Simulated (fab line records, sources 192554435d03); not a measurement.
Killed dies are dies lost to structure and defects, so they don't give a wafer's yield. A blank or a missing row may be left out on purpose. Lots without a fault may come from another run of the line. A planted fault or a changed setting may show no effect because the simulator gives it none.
fab line records | flow n5_finfet
record lots=6 wafers=18 last_day=17
route steps=1938 shown BEOL_M1@826 BEOL_M4@1111 PASSIVATION@1936
lots that met no fault: from a run of the same line without faults
start_h: hours from the record's first day to the start of the lot's first wafer shown | wait_h: hours since the lot's step before | " the same as in the row above | L1.1+2: a row that stands for several wafers | - no value, or no start given | * or withheld: withheld | < > ~ a bound
route shown NAME@n: a module of which the file shows steps, and the number in the route of the first | usual: mean/standard deviation of fault-free wafers | same: alike in all rows | chamber/n: place in a boat | sites: the reading at each site | _std_site: their standard deviation | _edge_site: outer sites' mean less inner sites' | radius_mm: how far each site lies from the wafer's centre | mask NAME#n: copy n | behind: the tool/chamber that last shaped the wafer | hold: why the lot was held/for how many hours/how that ended | device: the transistor (n, p or np) that didn't switch | end of line: the same wafers' tests at the end of the route | a step without rows: its recipe alone | killed: dies lost to structure and defects at the first sort, not the wafer's yield | map: a wafer's dies, x killed, . not, _ none there
set.NAME: the setting as run; set.NAME@STEP: as run at that earlier step | model.NAME: the simulator's own value behind a step, which no gauge read
lots at some steps of the route; a table a step, a row a wafer
services: from which hour (start_h, from the record's first day; less than 0 if before it) a tool's chamber was out of use, for how many hours, and why
## steps
# step N5_BEOL_M1_SPUTTER_92
# recipe material=Cu target_thk_a=45 temp_c=-20 chamber_pressure_pa=0.07 power_w=withheld time_s=8.29
# usual throttle_valve_pct=29.5/0.76
# columns lot.wafer tool chamber start_h wait_h throttle_valve_pct
L196.1 pvd_sputter-02 - 159.35 0.1 29.2
L196.2 " - " " 29.0
L196.3 " - " " 29.7
L199.1 pvd_sputter-03 - 176.56 0.1 29.3
L199.4 " - " " 29.0
L199.5 " - " " 29.4
L203.2 pvd_sputter-03 - 204.26 0.1 29.4
L203.5 " - " " 30.3
L203.6 " - " " 29.2
L205.4 pvd_sputter-02 - 210.53 0.1 29.1
L205.5 " - " " 29.4
L205.6 " - " " 29.8
L211.4 pvd_sputter-03 - 243.61 0.1 29.2
L211.5 " - " " 29.3
L211.6 " - " " 29.5
L214.1 pvd_sputter-01 - 265.59 0.1 29.4
L214.2 " - " " 28.0
L214.5 " - " " 31.9
# step N5_BEOL_M1_ANNEAL_93
# recipe temp_c=400 time_s=240 ambient=vacuum
# usual heater_power_w=787/44
# columns lot.wafer tool chamber start_h wait_h heater_power_w
L196.1 pvd_sputter-02 - 159.43 0.0 831
L196.2 " - " " 757
L196.3 " - " " 840
L199.1 pvd_sputter-03 - 176.64 0.0 765
L199.4 " - " " 865
L199.5 " - " " 872
L203.2 pvd_sputter-03 - 204.34 0.0 779
L203.5 " - " " 809
L203.6 " - " " 760
L205.4 pvd_sputter-02 - 210.61 0.0 749
L205.5 " - " " 684
L205.6 " - " " 802
L211.4 pvd_sputter-03 - 243.69 0.0 775
L211.5 " - " " 790
L211.6 " - " " 761
L214.1 pvd_sputter-01 - 265.67 0.0 822
L214.2 " - " " 764
L214.5 " - " " 792
# step N5_BEOL_M1_SPUTTER_94
# recipe material=Cu target_thk_a=45 temp_c=-20 chamber_pressure_pa=0.07 power_w=withheld time_s=8.29
# usual throttle_valve_pct=29.5/0.75
# columns lot.wafer tool chamber start_h wait_h throttle_valve_pct
L196.1 pvd_sputter-02 - 159.57 0.1 29.3
L196.2 " - " " 29.1
L196.3 " - " " 29.8
L199.1 pvd_sputter-03 - 176.78 0.1 29.1
L199.4 " - " " 29.0
L199.5 " - " " 29.1
L203.2 pvd_sputter-03 - 204.48 0.1 29.6
L203.5 " - " " 30.2
L203.6 " - " " 28.9
L205.4 pvd_sputter-02 - 210.75 0.1 29.2
L205.5 " - " " 29.8
L205.6 " - " " 29.9
L211.4 pvd_sputter-03 - 243.83 0.1 29.2
L211.5 " - " " 29.2
L211.6 " - " " 29.3
L214.1 pvd_sputter-01 - 265.81 0.1 29.4
L214.2 " - " " 28.3
L214.5 " - " " 31.6
# step N5_BEOL_M1_ANNEAL_95
# recipe temp_c=400 time_s=240 ambient=vacuum
# usual heater_power_w=786/43
# columns lot.wafer tool chamber start_h wait_h heater_power_w
L196.1 pvd_sputter-02 - 159.65 0.0 849
L196.2 " - " " 744
L196.3 " - " " 810
L199.1 pvd_sputter-03 - 176.86 0.0 756
L199.4 " - " " 852
L199.5 " - " " 873
L203.2 pvd_sputter-03 - 204.56 0.0 793
L203.5 " - " " 768
L203.6 " - " " 769
L205.4 pvd_sputter-02 - 210.83 0.0 756
L205.5 " - " " 680
L205.6 " - " " 798
L211.4 pvd_sputter-03 - 243.91 0.0 779
L211.5 " - " " 772
L211.6 " - " " 766
L214.1 pvd_sputter-01 - 265.89 0.0 815
L214.2 " - " " 757
L214.5 " - " " 808
# step N5_BEOL_M1_SPUTTER_96
# recipe material=Cu target_thk_a=45 temp_c=-20 chamber_pressure_pa=0.07 power_w=withheld time_s=8.29
# step N5_BEOL_M1_ECD_50
# recipe material=Cu target_thk_a=3000
# step N5_BEOL_M1_ANNEAL_51
# recipe temp_c=225 time_s=90 ambient=N2
# usual wafer_temp_C_max=226.5/0.33
# columns lot.wafer tool chamber start_h wait_h wafer_temp_C_max
L196.1 rtp_anneal-01 0 159.99 0.1 226.3
L196.2 " 0 " " 226.8
L196.3 " 0 " " 226.3
L199.1 rtp_anneal-01 0 177.23 0.1 226.2
L199.4 " 0 " " 226.4
L199.5 " 0 " " 226.5
L203.2 rtp_anneal-02 0 204.94 0.1 227.2
L203.5 " 0 " " 226.9
L203.6 " 0 " " 226.4
L205.4 rtp_anneal-01 0 211.30 0.2 226.5
L205.5 " 0 " " 226.6
L205.6 " 0 " " 226.3
L211.4 rtp_anneal-02 0 244.38 0.2 226.5
L211.5 " 0 " " 226.6
L211.6 " 0 " " 226.8
L214.1 rtp_anneal-01 0 266.22 0.1 226.2
L214.2 " 0 " " 226.0
L214.5 " 0 " " 226.1
# step N5_BEOL_M1_CMP_52
# recipe stop_on=SiOC t_overpolish_s=6.8 down_force_psi=1 platen_rpm=50 clearing_platen_down_force_psi=1.5 clearing_platen_rpm=50 post_cmp_clean=cu_alkaline target_thk_nm=40 clearing_platen_pad_velocity_m_s=0.99484 pad_velocity_m_s=0.99484
# step N5_BEOL_M1_THK_MEAS_53
# recipe thk_meas_gauge=xrf reads=Cu_of_BEOL_M1_ECD_50
# usual M1_THK=39.4/1.3
# columns lot.wafer tool chamber start_h wait_h M1_THK[nm]
L196.1 film_metro-01 - 160.74 - 38.4
L196.2 " - " " 38.5
L196.3 " - " " 37.9
L199.1 film_metro-01 - 177.82 - 39.2
L199.4 " - " " 41.3
L199.5 " - " " 40.4
L203.2 film_metro-02 - 205.49 - 37.7
L203.5 " - " " 38.9
L203.6 " - " " 38.7
L205.4 film_metro-01 - 211.76 - 39.9
L205.5 " - " " 42.0
L205.6 " - " " 41.2
L211.4 film_metro-02 - 244.84 - 40.1
L211.5 " - " " 39.8
L211.6 " - " " 38.3
L214.1 film_metro-02 - 266.84 - 37.8
L214.2 " - " " 36.9
L214.5 " - " " 39.2
# step N5_BEOL_M1_PRE_CLEAN_60
# recipe gas=NH3/H2 time_s=15 temp_c=* rf_power_w=300
# step N5_BEOL_M1_CO_CAP_55
# recipe material=Co target_thk_a=20 temp_c=200 precursor=CCTBA/H2 pressure_torr=30 time_s=102.1
# step N5_BEOL_M1_PRE_CLEAN_56
# recipe gas=NH3 time_s=15 temp_c=withheld rf_power_w=300
# step N5_BEOL_M1_DEP_57
# recipe material=SiCN target_thk_a=80 temp_c=withheld precursor=3MS/NH3 pressure_torr=3 rf_w=202 time_s=14
# usual showerhead_plenum_p_Torr=3.668/0.014 showerhead_vpp_V=869/27 throttle_valve_pct=9.0/0.39
# columns lot.wafer tool chamber start_h wait_h showerhead_plenum_p_Torr showerhead_vpp_V throttle_valve_pct model.SiCN_of_BEOL_M1_DEP_57.thk_nm
L196.1 pecvd-04 1 160.95 0.0 3.653 881 9.8 10.6
L196.2 " 2 " " 3.671 874 9.1 8
L196.3 " 0 " " 3.675 828 9.2 7.8
L199.1 pecvd-04 0 178.02 0.0 3.661 820 9.3 10.8
L199.4 " 1 " " 3.650 884 9.7 11
L199.5 " 2 " " 3.689 874 9.1 8.2
L203.2 pecvd-02 0 205.68 0.0 3.683 848 8.8 7.8
L203.5 " 2 " " 3.663 895 8.3 8
L203.6 " 1 " " 3.660 905 8.6 8
L205.4 pecvd-03 1 211.97 0.0 3.669 838 9.0 8
L205.5 " 0 " " 3.693 869 8.7 8.2
L205.6 " 2 " " 3.650 897 8.9 8
L211.4 pecvd-04 2 245.05 0.0 3.681 872 9.0 8.2
L211.5 " 0 " " 3.673 829 9.2 8.2
L211.6 " 1 " " 3.636 898 9.5 8.2
L214.1 pecvd-03 1 267.26 0.0 3.677 842 9.1 8
L214.2 " 2 " " 3.661 888 9.0 8
L214.5 " 2 " " 3.650 890 9.0 8.4
# step N5_BEOL_M1_RS_MEAS_58
# recipe thk_meas_gauge=four-point-probe reads=Co_of_BEOL_M1_CO_CAP_55+Cu_of_BEOL_M1_ECD_50+Co_of_BEOL_M1_CVD_47+TaN_of_BEOL_M1_ALD_84
# usual M1_RS=0.667/0.029
# columns lot.wafer tool chamber start_h wait_h M1_RS[ohm/sq]
L196.1 film_metro-01 - 161.02 0.0 0.682
L196.2 " - " " 0.678
L196.3 " - " " 0.691
L199.1 film_metro-02 - 178.10 0.1 0.668
L199.4 " - " " 0.621
L199.5 " - " " 0.647
L203.2 film_metro-02 - 205.75 0.1 0.700
L203.5 " - " " 0.669
L203.6 " - " " 0.677
L205.4 film_metro-02 - 212.02 0.0 0.653
L205.5 " - " " 0.617
L205.6 " - " " 0.630
L211.4 film_metro-01 - 245.10 0.0 0.654
L211.5 " - " " 0.660
L211.6 " - " " 0.688
L214.1 film_metro-01 - 267.33 0.0 0.691
L214.2 " - " " 0.720
L214.5 " - " " 0.668
# step N5_BEOL_M4_RC_MEAS_101
# usual DIBL_N=36.4/1.5 DIBL_P=36.4/1.6 IOFF_N=0.164/0.025 IOFF_P=0.214/0.028 ION_N=675/9.9 ION_P=463/6.5 SS_N=71.5/0.5 SS_P=73.3/0.56 VT_N=249.2/2.7 VT_P=-250.1/2.8
# columns lot.wafer tool chamber start_h wait_h DIBL_N[mV/V] DIBL_P[mV/V] IOFF_N[nA/um] IOFF_P[nA/um] ION_N[uA/um] ION_P[uA/um] SS_N[mV/dec] SS_P[mV/dec] VT_N[mV] VT_P[mV]
L196.1 prober-01 0 195.37 0.0 39.4 37.2 0.204 0.238 702 475 72.0 73.7 246.6 -247.6
L196.2 " 0 " " 37.3 35.1 0.166 0.205 679 461 71.6 73.0 250.2 -251.2
L196.3 " 0 " " 38.9 35.5 0.195 0.217 683 458 72.0 73.9 246.6 -249.3
L199.1 prober-01 0 213.64 0.0 35.2 37.3 0.144 0.237 664 468 71.5 73.5 250.2 -246.9
L199.4 " 0 " " 36.0 38.1 0.162 0.242 670 468 71.5 73.6 249.0 -245.3
L199.5 " 0 " " 34.1 35.8 0.127 0.208 657 460 71.7 73.1 253.1 -248.0
L203.2 prober-01 0 241.35 0.2 36.5 38.1 0.174 0.213 668 457 72.0 73.8 248.1 -252.8
L203.5 " 0 " " 35.0 35.5 0.137 0.177 668 457 71.3 72.7 248.8 -254.0
L203.6 " 0 " " 34.6 35.4 0.134 0.181 664 459 71.7 73.1 254.2 -251.2
L205.4 prober-01 0 243.79 0.5 36.9 38.0 0.184 0.230 669 464 72.2 73.2 248.4 -245.9
L205.5 " 0 " " 37.1 39.4 0.187 0.242 674 466 72.0 73.8 249.5 -247.6
L205.6 " 0 " " 37.3 39.1 0.190 0.245 682 467 71.6 73.5 248.4 -248.2
L211.4 prober-01 0 288.85 0.5 37.7 38.5 0.173 0.220 674 457 71.6 72.8 248.1 -249.5
L211.5 " 0 " " 38.9 40.0 0.199 0.253 690 472 71.5 73.3 244.8 -247.3
L211.6 " 0 " " 35.5 35.8 0.135 0.190 659 454 71.6 72.4 253.0 -248.5
L214.1 prober-02 0 303.08 0.0 37.1 35.9 0.165 0.203 675 460 71.3 73.4 249.8 -249.2
L214.2 " 0 " " 38.6 37.3 0.201 0.237 685 466 71.6 74.3 247.9 -247.4
L214.5 " 0 " " 36.7 35.5 0.166 0.198 673 454 71.4 73.5 246.7 -250.3
# step N5_PASSIVATION_PROBE_49
# usual defect_limited_yield=91.1/1.4 killed_at_M0_to_M3=35/8.7 killed_at_M4_up=14/5.3 killed_at_contacts=12/6.2 killed_at_front_end=41/12 killed_at_other=3.4/2.6 killed_dies=105/16 killed_open=67/13 killed_short=36/7.3 sort_bin_5_function=5.2/0.96 sort_bin_6_memory=3.3/0.6 sort_n_pass=1075/16 sort_yield_pct=91.1/1.4
# same gross_dies=1180 killed_at_back_side=0 sort_bin_4_leakage[%]=0 sort_bin_8_speed[%]=0
# columns lot.wafer tool chamber start_h wait_h defect_limited_yield[%] killed_at_M0_to_M3 killed_at_M4_up killed_at_contacts killed_at_front_end killed_at_other killed_dies killed_open killed_short sort_bin_5_function[%] sort_bin_6_memory[%] sort_n_pass sort_yield_pct[%]
L205.4 prober-02 - 346.68 0.4 92.5 22 15 8 38 5 88 48 38 4.2 3.1 1092 92.5
L205.5 prober-02 - 346.73 0.5 90.8 48 17 7 35 1 108 64 42 5.3 3.6 1072 90.8
L205.6 prober-02 - 346.78 0.5 93.2 24 15 13 28 0 80 48 32 3.6 2.7 1100 93.2
L203.2 prober-02 - 347.96 0.2 88.8 42 12 10 64 4 132 81 50 6.9 3.9 1048 88.8
L203.5 prober-02 - 348.11 0.4 93.2 25 12 5 38 0 80 47 32 3.6 2.5 1100 93.2
L203.6 prober-02 - 348.16 0.4 92.0 43 17 7 24 3 94 59 30 4.0 3.6 1086 92.0
L211.4 prober-01 - 398.29 0.2 88.1 45 19 22 52 2 140 94 46 6.6 4.9 1040 88.1
L211.5 prober-01 - 398.34 0.2 90.7 34 22 14 29 11 110 68 41 5.9 3.0 1070 90.7
L211.6 prober-01 - 398.39 0.3 88.9 38 16 18 55 4 131 87 43 6.2 4.6 1049 88.9
L214.1 prober-01 - 410.64 0.0 90.4 34 15 34 28 2 113 78 33 5.4 4.1 1067 90.4
L214.2 prober-01 - 410.69 0.1 92.5 36 5 14 31 3 89 61 28 5.1 2.0 1091 92.5
L214.5 prober-01 - 410.84 0.2 90.8 35 15 21 33 4 108 71 37 6.0 2.8 1072 90.8
# killed by level:class
L205.4 FIN_SAQP:geometric_particle:open=10 BEOL_M0_SAQP:geometric_particle:short=8 BEOL_M0_SAQP:geometric_particle:open=8 STI_FIN_REVEAL:geometric_particle:open=6 GATE_CUT:geometric_particle:short=6 MOL_CONTACT_COAG:geometric_particle:open=6 BEOL_M4:geometric_particle:short=6 STARTING-WAFER:geometric_particle:open=5
L205.5 BEOL_M0_SAQP:geometric_particle:open=17 BEOL_M0_SAQP:geometric_particle:short=15 STI_FIN_REVEAL:geometric_particle:open=12 FIN_SAQP:geometric_particle:short=6 MOL_CONTACT_COAG:geometric_particle:open=6 BEOL_M4:geometric_particle:open=6 BEOL_M1:geometric_particle:open=5 BEOL_M4:geometric_particle:short=5
L205.6 BEOL_M0_SAQP:geometric_particle:short=11 MOL_CONTACT_COAG:geometric_particle:open=10 STI_FIN_REVEAL:geometric_particle:open=9 BEOL_M1:geometric_particle:open=7 BEOL_M4:geometric_particle:open=7 GATE_CUT:geometric_particle:short=6 BEOL_M0_SAQP:geometric_particle:open=4 BEOL_M4:geometric_particle:short=4
L203.2 FIN_SAQP:geometric_particle:open=29 BEOL_M0_SAQP:geometric_particle:short=15 FIN_SAQP:geometric_particle:short=13 MOL_CONTACT_COAG:geometric_particle:open=8 BEOL_M3:geometric_particle:open=8 BEOL_M0_SAQP:geometric_particle:open=7 BEOL_M2:geometric_particle:open=6 BEOL_M4:geometric_particle:open=6
L203.5 FIN_SAQP:geometric_particle:open=8 BEOL_M0_SAQP:geometric_particle:open=7 BEOL_M0_SAQP:geometric_particle:short=7 FIN_SAQP:geometric_particle:short=6 GATE_CUT:geometric_particle:short=6 BEOL_M5:geometric_particle:open=5 GATE_CUT:geometric_particle:open=5 BEOL_M3:geometric_particle:open=5
L203.6 BEOL_M3:geometric_particle:open=8 GATE_CUT:geometric_particle:short=7 GATE_CUT:geometric_particle:open=7 MOL_CONTACT_COAG:geometric_particle:open=7 BEOL_M0_SAQP:geometric_particle:short=7 BEOL_M2:geometric_particle:open=7 BEOL_M0_SAQP:geometric_particle:open=5 FIN_SAQP:geometric_particle:short=4
L211.4 BEOL_M0_SAQP:geometric_particle:open=20 MOL_CONTACT_COAG:geometric_particle:open=18 BEOL_M0_SAQP:geometric_particle:short=13 STI_FIN_REVEAL:geometric_particle:open=11 FIN_SAQP:geometric_particle:short=10 DUMMY_GATE:geometric_particle:open=7 FIN_SAQP:geometric_particle:open=6 BEOL_M3:geometric_particle:open=6
L211.5 BEOL_M0_SAQP:geometric_particle:short=13 MOL_CONTACT_COAG:geometric_particle:open=10 BEOL_M4:geometric_particle:open=10 BEOL_M0_SAQP:geometric_particle:open=9 DUMMY_GATE:geometric_particle:open=7 FIN_SAQP:geometric_particle:short=5 BEOL_M3:geometric_particle:open=5 ILD0:geometric_particle:open=4
L211.6 STI_FIN_REVEAL:geometric_particle:open=15 MOL_CONTACT_COAG:geometric_particle:open=13 BEOL_M3:geometric_particle:open=11 BEOL_M0_SAQP:geometric_particle:short=9 FIN_SAQP:geometric_particle:open=8 FIN_SAQP:geometric_particle:short=7 DUMMY_GATE:geometric_particle:open=7 BEOL_M1:geometric_particle:open=7
L214.1 MOL_CONTACT_COAG:geometric_particle:open=27 DUMMY_GATE:geometric_particle:open=7 BEOL_M0_SAQP:geometric_particle:short=7 BEOL_M2:geometric_particle:open=6 GATE_CUT:geometric_particle:short=6 MOL_CONTACT_COAG:geometric_particle:short=6 BEOL_M1:geometric_particle:open=6 BEOL_M0_SAQP:geometric_particle:open=5
L214.2 MOL_CONTACT_COAG:geometric_particle:open=11 BEOL_M1:geometric_particle:open=11 BEOL_M0_SAQP:geometric_particle:open=7 BEOL_M2:geometric_particle:open=5 BEOL_M3:geometric_particle:open=5 DUMMY_GATE:geometric_particle:open=4 BEOL_M0_SAQP:geometric_particle:short=4 FIN_SAQP:geometric_particle:open=3
L214.5 MOL_CONTACT_COAG:geometric_particle:open=15 BEOL_M1:geometric_particle:open=11 BEOL_M2:geometric_particle:open=8 GATE_CUT:geometric_particle:short=6 MOL_CONTACT_COAG:geometric_particle:short=6 FIN_SAQP:geometric_particle:short=5 DUMMY_GATE:geometric_particle:open=5 BEOL_M7:geometric_particle:open=5
## services
# columns tool chamber start_h hours kind
pecvd-03 - 158.28 0.6 repair
pecvd-02 0 159.04 18.5 repair
pecvd-03 1 189.22 5.5 scheduled_down
pecvd-04 2 218.76 5.5 scheduled_down
## key
first_sign none at tools or gauges
model_effect step=N5_BEOL_M1_DEP_57 value=SiCN_of_BEOL_M1_DEP_57.thk_nm without=8 struck=10.8
met_at N5_BEOL_M1_DEP_57
struck_wafers L196.1,L199.1,L199.4
fault kind=process_parameter_drift tool=pecvd-04 chamber=- onset_h=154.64 steps=N5_BEOL_M1_DEP_57 channel=time_s offset=* shape=step end_h=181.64 scope=struck_wafers_only acts_in=* stated=*
